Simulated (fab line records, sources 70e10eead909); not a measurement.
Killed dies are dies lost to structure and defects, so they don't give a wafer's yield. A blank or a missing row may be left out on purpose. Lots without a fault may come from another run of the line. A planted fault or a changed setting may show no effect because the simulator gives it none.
fab line records | flow nand_harc | part 2 of 2: steps 4 to 6 of 6
record lots=22 wafers=66 last_day=34
route steps=1302 shown P_ZERO_WELL@17 P_GATE@144 P_CONTACT@241
lots that met no fault: from a run of the same line without faults
start_h: hours from the record's first day to the start of the lot's first wafer shown | wait_h: hours since the lot's step before | " the same as in the row above | L1.1+2: a row that stands for several wafers | - no value, or no start given | * or withheld: withheld | < > ~ a bound
route shown NAME@n: a module of which the file shows steps, and the number in the route of the first | usual: mean/standard deviation of fault-free wafers | same: alike in all rows | chamber/n: place in a boat | sites: the reading at each site | _std_site: their standard deviation | _edge_site: outer sites' mean less inner sites' | radius_mm: how far each site lies from the wafer's centre | mask NAME#n: copy n | behind: the tool/chamber that last shaped the wafer | hold: why the lot was held/for how many hours/how that ended | device: the transistor (n, p or np) that didn't switch | end of line: the same wafers' tests at the end of the route | a step without rows: its recipe alone | killed: dies lost to structure and defects at the first sort, not the wafer's yield | map: a wafer's dies, x killed, . not, _ none there
set.NAME: the setting as run; set.NAME@STEP: as run at that earlier step | model.NAME: the simulator's own value behind a step, which no gauge read
steps of the route over a sample of lots; a table a step, a row a wafer
services: from which hour (start_h, from the record's first day; less than 0 if before it) a tool's chamber was out of use, for how many hours, and why
## steps
# step NHARC_P_GATE_ETCH_114
# recipe target_depth_a=300 overetch_a=30 time_s=16.5 ion_energy_ev=100 cf4_flow_sccm=80 o2_flow_sccm=20 ar_flow_sccm=0 rf_w=300 bias_w=100 chemistry=CF4/O2
# usual drypump_motor_current_A=5.8/0.55 oes_product_au=0.994/0.013 rf_fwd_power_W=294.5/1.6 rf_vpp_V=197.8/1.2 showerhead_plenum_p_Torr=1.33/0.046 throttle_valve_pct=13.398/0.0091
# columns lot.wafer tool chamber start_h wait_h drypump_motor_current_A oes_product_au rf_fwd_power_W rf_hours_counter_h rf_vpp_V showerhead_plenum_p_Torr throttle_valve_pct
L074.1 rie_diel-04 1 - - 6.4 0.960 295.8 5.1 199.6 1.41 13.389
L074.2 " 3 " " 5.9 0.977 296.7 6.7 198.2 1.34 13.404
L074.5 " 1 " " 6.4 0.977 294.9 - 199.7 1.41 13.420
L075.3 rie_diel-08 3 - - 6.6 1.001 295.6 3.7 195.7 1.25 13.393
L075.1 " 1 " " 5.9 0.991 294.9 4.0 198.4 1.36 13.406
L075.4 " 2 " " 6.6 0.999 293.2 3.5 198.8 1.36 13.404
L076.2 rie_diel-03 3 - - 4.8 0.985 296.6 0.1 197.4 1.31 13.397
L076.6 " 3 " " 4.8 0.989 296.6 - 197.6 1.31 13.385
L076.5 " 0 " " 5.0 1.021 294.5 - 196.0 1.33 13.393
L078.4 rie_diel-08 0 - - 5.7 0.989 291.9 5.1 196.7 1.31 13.404
L078.3 " 1 " " 5.9 0.991 296.7 4.8 198.7 1.36 13.417
L078.6 " 3 " " 6.6 1.010 293.5 - 196.9 1.25 13.387
L079.2 rie_diel-03 2 - - 5.7 1.004 293.0 1.9 193.9 1.28 13.403
L079.1 " 0 " " 5.0 1.027 296.9 1.6 197.0 1.33 13.419
L079.6 " 2 " " 5.7 1.007 294.2 - 198.5 1.28 13.392
L080.4 rie_diel-08 3 - - 6.6 1.003 294.8 6.1 196.3 1.25 13.408
L080.1 " 0 " " 5.7 0.984 290.5 6.8 197.6 1.31 13.397
L080.6 " 1 " " 5.9 0.989 294.0 - 197.9 1.36 13.395
L081.4 rie_diel-08 2 - - 6.6 0.988 294.4 7.0 198.3 1.36 13.398
L081.1 " 3 " " 6.6 1.008 293.7 7.7 199.2 1.25 13.389
L081.6 " 1 " " 5.9 0.988 295.2 - 197.2 1.36 13.396
L082.1 rie_diel-03 0 - - 5.1 1.023 296.4 2.6 196.3 1.33 13.411
L082.4 " 1 " " 6.1 0.981 293.0 3.3 196.1 1.32 13.390
L082.2 " 2 " " 5.7 1.000 295.0 3.1 196.5 1.28 13.403
L083.2 rie_diel-04 1 - - 6.4 0.984 293.8 0.0 199.9 1.41 13.398
L083.4 " 3 " " 5.9 0.967 295.9 0.1 199.6 1.34 13.386
L083.5 " 0 " " 5.8 1.003 295.3 - 197.3 1.30 13.408
L085.1 rie_diel-08 3 - - 6.5 1.011 293.5 0.9 196.1 1.25 13.388
L085.5 " 0 " " 5.7 0.997 293.2 - 198.4 1.31 13.389
L085.6 " 1 " " 5.9 1.005 293.8 - 197.5 1.36 13.389
L086.4 rie_diel-04 2 - - 5.6 0.989 290.0 1.8 199.9 1.42 13.407
L086.1 " 0 " " 5.8 1.008 292.8 1.4 198.0 1.30 13.394
L086.2 " 1 " " 6.4 0.987 295.2 1.5 200.1 1.41 13.398
L087.4 rie_diel-03 3 - - 4.8 0.991 296.3 5.0 197.1 1.31 13.402
L087.2 " 0 " " 5.0 1.018 296.7 4.6 197.4 1.33 13.387
L087.6 " 0 " " 5.0 1.029 297.9 - 196.6 1.33 13.400
L088.1 rie_diel-08 1 - - 5.9 0.994 294.8 1.6 198.8 1.36 13.404
L088.4 " 3 " " 6.6 1.011 293.9 2.2 196.2 1.25 13.411
L088.3 " 0 " " 5.7 0.999 292.2 1.9 196.8 1.31 13.398
L089.4 rie_diel-04 0 - - 5.8 1.013 293.9 3.0 196.1 1.30 13.399
L089.3 " 1 " " 6.4 0.998 296.4 3.2 200.6 1.41 13.395
L089.5 " 2 " " 5.6 1.000 293.2 - 198.8 1.42 13.384
L090.4 rie_diel-08 1 - - 5.9 0.991 294.0 3.1 197.5 1.36 13.402
L090.1 " 0 " " 5.7 0.992 293.8 3.1 197.4 1.31 13.403
L090.6 " 1 " " 5.9 0.993 294.0 - 200.1 1.36 13.402
L091.3 rie_diel-03 2 - - 5.7 1.002 294.8 7.6 197.2 1.28 13.385
L091.6 " 2 " " 5.7 1.006 293.5 - 196.3 1.28 13.396
L091.5 " 3 " " 4.8 0.983 295.2 - 196.1 1.31 13.399
L092.1 rie_diel-08 2 - - 6.5 0.991 295.6 4.1 198.7 1.36 13.407
L092.6 " 2 " " 6.5 0.994 294.3 - 198.6 1.36 13.395
L092.5 " 3 " " 6.6 0.993 294.5 - 197.6 1.25 13.394
L093.3 rie_diel-04 0 - - 5.9 0.994 296.1 6.4 196.6 1.30 13.431
L093.2 " 1 " " 6.4 0.980 296.3 6.3 200.2 1.41 13.400
L093.6 " 0 " " 5.8 1.009 294.7 - 197.4 1.30 13.388
L094.2 rie_diel-08 0 - - 5.7 0.984 294.1 5.3 197.5 1.31 13.396
L094.5 " 2 " " 6.5 0.987 292.7 - 198.4 1.36 13.409
L094.6 " 3 " " 6.6 0.999 292.8 - 196.0 1.25 13.394
L095.3 rie_diel-03 3 - - 4.8 0.998 295.8 0.2 196.6 1.31 13.388
L095.2 " 1 " " 6.1 0.984 292.4 0.3 197.1 1.32 13.394
L095.6 " 3 " " 4.8 0.995 295.6 - 198.1 1.31 13.394
L096.1 rie_diel-03 2 - - 5.7 0.999 294.8 0.1 195.7 1.28 13.399
L096.3 " 3 " " 4.8 0.987 296.6 0.7 197.3 1.31 13.398
L096.6 " 0 " " 5.0 0.998 294.2 - 198.0 1.33 13.393
L097.2 rie_diel-03 1 - - 6.1 0.986 292.4 1.1 197.7 1.32 13.397
L097.5 " 1 " " 6.1 0.991 292.9 - 197.2 1.32 13.411
L097.6 " 2 " " 5.7 0.988 296.1 - 197.6 1.28 13.378
# step NHARC_P_GATE_DEGAS_109
# recipe temp_c=300 time_s=60
# usual heater_power_w=459/55
# columns lot.wafer tool chamber start_h wait_h heater_power_w
L074.2 pvd_sputter-02 - 117.87 0.1 482
L074.1 " - " " 431
L074.5 " - " " 501
L075.1 pvd_sputter-02 - 121.32 0.1 490
L075.4 " - " " 533
L075.3 " - " " 394
L076.2 pvd_sputter-03 - 134.25 0.1 415
L076.5 " - " " 408
L076.6 " - " " 412
L078.4 pvd_sputter-01 - 154.09 0.1 447
L078.3 " - " " 481
L078.6 " - " " 476
L079.1 pvd_sputter-01 - 169.03 0.1 480
L079.2 " - " " 448
L079.6 " - " " 552
L080.1 pvd_sputter-02 - 169.93 0.1 486
L080.4 " - " " 413
L080.6 " - " " 523
L081.1 pvd_sputter-01 - 184.20 0.1 453
L081.4 " - " " 460
L081.6 " - " " 456
L082.1 pvd_sputter-02 - 192.73 0.1 536
L082.2 " - " " 416
L082.4 " - " " 380
L083.4 pvd_sputter-03 - 212.26 0.1 428
L083.2 " - " " 406
L083.5 " - " " 433
L085.1 pvd_sputter-02 - 228.24 0.1 490
L085.5 " - " " 491
L085.6 " - " " 543
L086.4 pvd_sputter-02 - 231.18 0.1 489
L086.2 " - " " 545
L086.1 " - " " 426
L087.4 pvd_sputter-01 - 245.12 0.1 567
L087.2 " - " " 436
L087.6 " - " " 569
L088.1 pvd_sputter-01 - 261.42 0.1 437
L088.4 " - " " 453
L088.3 " - " " 494
L089.3 pvd_sputter-03 - 262.20 0.1 418
L089.4 " - " " 434
L089.5 " - " " 411
L090.1 pvd_sputter-02 - 272.76 0.1 486
L090.4 " - " " 545
L090.6 " - " " 424
L091.3 pvd_sputter-02 - 278.09 0.1 560
L091.6 " - " " 385
L091.5 " - " " 484
L092.1 pvd_sputter-03 - 295.00 0.1 414
L092.6 " - " " 421
L092.5 " - " " 436
L093.2 pvd_sputter-02 - 304.83 0.1 464
L093.3 " - " " 485
L093.6 " - " " 440
L094.2 pvd_sputter-03 - 314.16 0.1 416
L094.6 " - " " 403
L094.5 " - " " 408
L095.3 pvd_sputter-02 - 321.42 0.1 453
L095.2 " - " " 397
L095.6 " - " " 449
L096.3 pvd_sputter-02 - 335.09 0.1 521
L096.1 " - " " 385
L096.6 " - " " 449
L097.2 pvd_sputter-01 - 350.15 0.1 439
L097.6 " - " " 578
L097.5 " - " " 442
# step NHARC_P_CONTACT_CD_MEAS_19
# usual cd_nm=90.7/2.1
# columns lot.wafer tool chamber start_h wait_h cd_nm
L074.1 cd_sem-02 - 121.51 - 95.6
L074.2 " - " " 94.9
L074.5 " - " " 93.7
L075.1 cd_sem-02 - 125.29 - 89.4
L075.3 " - " " 92.5
L075.4 " - " " 88.0
L076.2 cd_sem-02 - 138.01 - 92.6
L076.5 " - " " 90.0
L076.6 " - " " 92.5
L078.3 cd_sem-02 - 157.75 - 94.0
L078.4 " - " " 92.7
L078.6 " - " " 92.6
L079.1 cd_sem-02 - 172.68 - 86.8
L079.2 " - " " 86.4
L079.6 " - " " 89.5
L080.1 cd_sem-01 - 173.66 - 89.2
L080.4 " - " " 91.5
L080.6 " - " " 89.0
L081.1 cd_sem-02 - 187.83 - 91.3
L081.4 " - " " 93.2
L081.6 " - " " 93.5
L082.1 cd_sem-02 - 196.22 - 88.0
L082.2 " - " " 90.3
L082.4 " - " " 90.5
L083.2 cd_sem-02 - 215.88 - 88.5
L083.4 " - " " 94.2
L083.5 " - " " 91.9
L085.1 cd_sem-02 - 231.97 - 89.0
L085.5 " - " " 88.0
L085.6 " - " " 88.9
L086.1 cd_sem-02 - 234.80 - 87.5
L086.2 " - " " 91.3
L086.4 " - " " 91.2
L087.2 cd_sem-02 - 248.61 - 90.1
L087.4 " - " " 88.3
L087.6 " - " " 90.8
L088.1 cd_sem-02 - 264.91 - 90.0
L088.3 " - " " 87.7
L088.4 " - " " 92.0
L089.3 cd_sem-03 - 265.80 - 89.9
L089.4 " - " " 89.7
L089.5 " - " " 88.3
L090.1 cd_sem-01 - 276.79 - 89.5
L090.4 " - " " 90.5
L090.6 " - " " 87.3
L091.3 cd_sem-03 - 282.20 - 88.4
L091.5 " - " " 91.9
L091.6 " - " " 91.1
L092.1 cd_sem-02 - 298.60 - 88.8
L092.5 " - " " 91.6
L092.6 " - " " 88.3
L093.2 cd_sem-01 - 308.32 - 90.4
L093.3 " - " " 89.5
L093.6 " - " " 90.6
L094.2 cd_sem-03 - 317.80 - 93.5
L094.5 " - " " 91.6
L094.6 " - " " 89.7
L095.2 cd_sem-01 - 324.92 - 90.5
L095.3 " - " " 93.2
L095.6 " - " " 94.2
L096.1 cd_sem-03 - 338.58 - 92.7
L096.3 " - " " 93.0
L096.6 " - " " 91.1
L097.2 cd_sem-01 - 353.94 - 91.8
L097.5 " - " " 90.0
L097.6 " - " " 91.7
## services
# columns tool chamber start_h hours kind
rie_diel-13 3 6.78 7.8 repair
rie_diel-08 - 13.80 9.0 pm
rie_diel-13 - 34.32 0.9 repair
rie_diel-03 1 70.11 5.7 repair
rie_diel-13 2 76.87 8.1 repair
rie_diel-13 1 96.56 13.6 repair
rie_diel-03 - 104.30 9.0 pm
rie_diel-13 3 111.55 14.8 repair
rie_diel-13 2 151.45 7.7 repair
rie_diel-13 - 165.01 9.0 pm
rie_diel-08 2 179.00 7.0 repair
rie_diel-08 1 180.40 14.0 repair
rie_diel-08 - 190.80 9.0 pm
rie_diel-13 1 201.50 13.2 repair
rie_diel-03 3 207.45 1.3 repair
rie_diel-03 - 253.44 2.4 repair
rie_diel-03 - 281.30 9.0 pm
rie_diel-13 1 306.29 4.5 repair
rie_diel-08 2 307.16 6.4 repair
rie_diel-03 3 323.44 2.5 repair
rie_diel-03 3 328.56 1.7 repair
rie_diel-08 0 339.88 4.7 repair
rie_diel-08 2 341.29 9.0 repair
rie_diel-13 - 342.01 9.0 pm
